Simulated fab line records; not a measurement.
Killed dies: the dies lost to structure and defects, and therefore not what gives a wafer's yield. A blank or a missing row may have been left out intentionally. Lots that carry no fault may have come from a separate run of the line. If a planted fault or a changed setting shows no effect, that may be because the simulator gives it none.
Check of tool commonality / flow nand harc / 12 lots and 36 wafers in the sample

== WHY IT WAS OPENED ==
On 2 of the 12 lots, a flag is raised at NHARC_P_STI_INSPECT_11 on the reading raw defect count. No-fault wafers: 5.6, standard deviation 2.7.
Rule: a lot gets a flag if all its wafers with a number sit over 4 standard deviations from that mean, or if no wafer of it has a number. The other lots count as sound.

lot=L790; measured=day 2 19:35; on=defect inspect-02; raw defect count, wafer by wafer=6 14 7; flag=
lot=L791; measured=day 3 05:42; on=defect inspect-02; raw defect count, wafer by wafer=5 5 2; flag=
lot=L792; measured=day 3 17:28; on=defect inspect-01; raw defect count, wafer by wafer=8 6 13; flag=
lot=L793; measured=day 4 01:10; on=defect inspect-01; raw defect count, wafer by wafer=1 11 6; flag=
lot=L794; measured=day 4 14:20; on=defect inspect-02; raw defect count, wafer by wafer=7 7 10; flag=
lot=L796; measured=day 5 11:04; on=defect inspect-02; raw defect count, wafer by wafer=6 5 2; flag=
lot=L798; measured=day 6 02:36; on=defect inspect-02; raw defect count, wafer by wafer=9 8 6; flag=
lot=L801; measured=day 7 11:32; on=defect inspect-01; raw defect count, wafer by wafer=2 7 8; flag=
lot=L802; measured=day 7 19:07; on=defect inspect-02; raw defect count, wafer by wafer=4 8 6; flag=
lot=L804; measured=day 8 14:56; on=defect inspect-02; raw defect count, wafer by wafer=8 9 7; flag=
lot=L807; measured=day 9 20:47; on=defect inspect-01; raw defect count, wafer by wafer=353 348 355; flag=FLAGGED
lot=L808; measured=day 10 09:00; on=defect inspect-02; raw defect count, wafer by wafer=314 338 350; flag=FLAGGED
Averaged over the flagged lots the numbers come to 343.0, +337.4 from the usual (+99 or more standard deviations).

== EACH LOT AND THE TOOL IT RAN ON ==
2 process steps preceding the reading are held in the record, out of 1302 steps in the route. In each cell: the tool, then ch and the chambers that the sampled wafers went through, then the start.
lot=L790; flag=; NHARC_P_ZERO_WELL_ETCH_65=rie diel-02 ch 1,2,3, day 1 21:31; NHARC_P_STI_OXIDE_29=furnace-05 ch 0, day 2 08:12
lot=L791; flag=; NHARC_P_ZERO_WELL_ETCH_65=rie diel-13 ch 0,1, day 2 07:30; NHARC_P_STI_OXIDE_29=furnace-07 ch 0, day 2 18:21
lot=L792; flag=; NHARC_P_ZERO_WELL_ETCH_65=rie diel-13 ch 2,3, day 2 17:22; NHARC_P_STI_OXIDE_29=furnace-07 ch 0, day 3 04:34
lot=L793; flag=; NHARC_P_ZERO_WELL_ETCH_65=rie diel-13 ch 0,1,3, day 3 03:22; NHARC_P_STI_OXIDE_29=furnace-08 ch 0, day 3 13:59
lot=L794; flag=; NHARC_P_ZERO_WELL_ETCH_65=rie diel-02 ch 1,2, day 3 13:30; NHARC_P_STI_OXIDE_29=furnace-07 ch 0, day 4 01:18
lot=L796; flag=; NHARC_P_ZERO_WELL_ETCH_65=rie diel-04 ch 0,1,2, day 4 09:29; NHARC_P_STI_OXIDE_29=furnace-08 ch 0, day 4 23:44
lot=L798; flag=; NHARC_P_ZERO_WELL_ETCH_65=rie diel-02 ch 1,3, day 5 05:35; NHARC_P_STI_OXIDE_29=furnace-07 ch 0, day 5 15:13
lot=L801; flag=; NHARC_P_ZERO_WELL_ETCH_65=rie diel-13 ch 0,2,3, day 6 11:29; NHARC_P_STI_OXIDE_29=furnace-08 ch 0, day 7 00:09
lot=L802; flag=; NHARC_P_ZERO_WELL_ETCH_65=rie diel-13 ch 0,1,3, day 6 21:30; NHARC_P_STI_OXIDE_29=furnace-08 ch 0, day 7 07:43
lot=L804; flag=; NHARC_P_ZERO_WELL_ETCH_65=rie diel-13 ch 0,1,2, day 7 17:23; NHARC_P_STI_OXIDE_29=furnace-08 ch 0, day 8 03:34
lot=L807; flag=FLAGGED; NHARC_P_ZERO_WELL_ETCH_65=rie diel-13 ch 0,2,3, day 8 23:29; NHARC_P_STI_OXIDE_29=furnace-08 ch 0, day 9 09:23
lot=L808; flag=FLAGGED; NHARC_P_ZERO_WELL_ETCH_65=rie diel-04 ch 1,2,3, day 9 09:34; NHARC_P_STI_OXIDE_29=furnace-08 ch 0, day 9 21:38
These steps, and what they do:
- NHARC_P_ZERO_WELL_ETCH_65: etches the open film in N2/H2, target depth 80 nm, overetch 24 nm, time 87.88 s.
- NHARC_P_STI_OXIDE_29: material SiO2, target thk 10 nm, ox time 1362 s.
- NHARC_P_STI_INSPECT_11

== FLAGGED AGAINST TOTAL, ONE TOOL AT A TIME (gauges that did the reading follow at the end) ==
step=NHARC_P_ZERO_WELL_ETCH_65; tool=rie diel-02; lots run=3; flagged=0; share of the flagged lots=none; sound lots run after its first flagged lot=-
step=NHARC_P_ZERO_WELL_ETCH_65; tool=rie diel-04; lots run=2; flagged=1; share of the flagged lots=some; sound lots run after its first flagged lot=0
step=NHARC_P_ZERO_WELL_ETCH_65; tool=rie diel-13; lots run=7; flagged=1; share of the flagged lots=some; sound lots run after its first flagged lot=0
step=NHARC_P_STI_OXIDE_29; tool=furnace-05; lots run=1; flagged=0; share of the flagged lots=none; sound lots run after its first flagged lot=-
step=NHARC_P_STI_OXIDE_29; tool=furnace-07; lots run=4; flagged=0; share of the flagged lots=none; sound lots run after its first flagged lot=-
step=NHARC_P_STI_OXIDE_29; tool=furnace-08; lots run=7; flagged=2; share of the flagged lots=all; sound lots run after its first flagged lot=0
step=NHARC_P_STI_INSPECT_11; tool=defect inspect-01; lots run=4; flagged=1; share of the flagged lots=some; sound lots run after its first flagged lot=0
step=NHARC_P_STI_INSPECT_11; tool=defect inspect-02; lots run=8; flagged=1; share of the flagged lots=some; sound lots run after its first flagged lot=0

== WHAT THE TABLE ALLOWS ==
All flagged lots share 1 row of the table, namely furnace-08 at NHARC_P_STI_OXIDE_29.
- furnace-08 at NHARC_P_STI_OXIDE_29 ran 7 lots, 2 of them flagged. A fault beginning between L804 (day 8 03:34), its last sound lot, and L807 (day 9 09:23), its first flagged one, fits the data.
Just one tool remains: furnace-08 at NHARC_P_STI_OXIDE_29.

== WHAT THE SIMULATOR PUT IN ==
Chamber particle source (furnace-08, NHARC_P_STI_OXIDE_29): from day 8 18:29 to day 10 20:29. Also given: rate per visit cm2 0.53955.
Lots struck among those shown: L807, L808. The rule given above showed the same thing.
